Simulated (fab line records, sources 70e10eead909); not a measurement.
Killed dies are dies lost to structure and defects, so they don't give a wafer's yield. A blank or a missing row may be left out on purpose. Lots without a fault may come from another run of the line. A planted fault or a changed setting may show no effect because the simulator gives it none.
Which tool did it? | flow nand_harc | 7 lots, 19 wafers sampled, at 4 steps of a route of 1302

WHAT THE GAUGES READ, wafer by wafer
NHARC_A_ONON_D1_THK_MEAS_18: measures by ellipsometry.
lot  | measured     | on            | thk_nm (nm)
L230 | day 8 22:30  | film_metro-01 | 1004 1003 1003
L232 | day 9 09:29  | film_metro-02 | 992 990 991
L234 | day 10 03:44 | film_metro-01 | 998 997 996
L237 | day 11 13:55 | film_metro-01 | 1017 1017 1017
L241 | day 13 01:55 | film_metro-01 | 984 1042
L242 | day 14 06:56 | film_metro-02 | 1001 1064
L251 | day 17 12:14 | film_metro-01 | 985 985 986

WHICH TOOL RAN EACH LOT (tool, then ch and the chambers of the sampled wafers, then the start)
lot  | NHARC_P_BONDPAD_PVD_17                  | NHARC_P_BONDPAD_ACTIVATE_29        | NHARC_A_ONON_D1_DEP_16
L230 | pvd_sputter-01, day 7 05:59 or earlier  | rie_diel-06 ch 0,1,2, day 7 05:59  | pecvd_onon-01 ch 0, day 8 21:59
L232 | pvd_sputter-02, day 7 22:04 or earlier  | rie_diel-03 ch 0,2,3, day 7 22:04  | pecvd_onon-02 ch 0, day 9 08:59
L234 | pvd_sputter-03, day 8 19:05 or earlier  | rie_diel-03 ch 0,3, day 8 19:05    | pecvd_onon-04 ch 0, day 10 03:21
L237 | pvd_sputter-02, day 10 05:25 or earlier | rie_diel-06 ch 0,1,2, day 10 05:25 | pecvd_onon-04 ch 0, day 11 13:25
L241 | pvd_sputter-01, day 11 15:14 or earlier | rie_diel-06 ch 2,3, day 11 15:14   | pecvd_onon-01 ch 0, day 13 01:28
L242 | pvd_sputter-01, day 12 19:07 or earlier | rie_diel-06 ch 0,3, day 12 19:07   | pecvd_onon-01 ch 0, day 14 06:25
L251 | pvd_sputter-02, day 15 23:45 or earlier | rie_diel-06 ch 2,3, day 15 23:45   | pecvd_onon-01 ch 0, day 17 11:44
- NHARC_P_BONDPAD_PVD_17: deposits TaN, target thk 5 nm, time 8.06 s.
- NHARC_P_BONDPAD_ACTIVATE_29: chemistry N2, time 60 s.
- NHARC_A_ONON_D1_DEP_16: target thk 1000 nm.

THE ANSWER, worked out from the rows above alone
Rule: what is usual is taken from the lots themselves. Put in order of their means at a reading, lots are off if they are a third of the lots or fewer, leave a main group of 4 or more, and stand apart from it by a gap of 3 or more times the standard deviation of the main group's means; of several such gaps the widest counts. A main group whose means are all the same, to the digits that the tables above print for the reading, isn't used. A lot without any number at a reading at which 4 lots or more have one is off too. The other lots that the step has rows for count as sound.
No lot is off at any reading shown: from this, nothing can be told.

WHAT THE SIMULATOR HAD PUT IN
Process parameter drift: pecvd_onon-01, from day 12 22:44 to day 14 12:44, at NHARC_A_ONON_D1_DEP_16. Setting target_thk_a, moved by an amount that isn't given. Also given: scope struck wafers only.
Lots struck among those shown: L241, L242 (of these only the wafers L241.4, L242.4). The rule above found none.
